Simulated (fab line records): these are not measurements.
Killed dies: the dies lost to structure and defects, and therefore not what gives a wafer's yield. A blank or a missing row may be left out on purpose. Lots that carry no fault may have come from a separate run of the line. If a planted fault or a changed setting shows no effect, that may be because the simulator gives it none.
Chamber matching    flow n5Finfet    N5_HKMG_FIN_ETCH_58 on rieDiel-02: 4 sister chambers
The step etches SOC in N2/H2, target depth 215.8 nm, time 741 s. 4 wafers are shown with their chamber, then 8 later ones without.

WAFERS PAIRED WITH THEIR CHAMBERS
wafer   chamber  showerheadPlenumPTorr (Torr)
L080.5  0        2.40
L085.4  3        2.53
L085.5  1        2.58
L090.3  2        2.49

WAFERS WHOSE CHAMBER IS MISSING
wafer   showerheadPlenumPTorr (Torr)
L090.5  2.52
L090.6  2.71
L093.2  2.52
L093.3  2.71
L093.4  2.49
L094.4  2.57
L094.5  2.57
L094.6  2.71

WHICH CHAMBER EACH ONE RAN IN
wafer   from the rows above                in truth
L090.5  can't be placed: 3 or 2 or 1 or 0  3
L090.6  can't be placed: 1 or 3 or 2       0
L093.2  can't be placed: 3 or 2 or 1 or 0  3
L093.3  can't be placed: 1 or 3 or 2       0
L093.4  can't be placed: 2 or 3 or 1 or 0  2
L094.4  can't be placed: 1 or 3 or 2       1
L094.5  can't be placed: 1 or 3 or 2       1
L094.6  can't be placed: 1 or 3 or 2       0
Placed correctly: 0 of 8. Cannot be placed on the basis of these rows: 8; the candidates contain the true chamber in 5. Number placed wrongly: 0.
How it was worked out, from the rows above alone: a wafer's distance from a chamber is the root of the sum, over the readings, of the square of ((its reading less the chamber's mean) divided by the reading's scatter). If the next closest chamber is less than 2 further off than the closest, the wafer can't be placed; otherwise it belongs to the closest. A chamber's mean is the mean of its shown wafers. The scatter (one wafer shown for each chamber): square how far every hidden wafer sits from the nearest shown wafer, average those squares and take the square root.
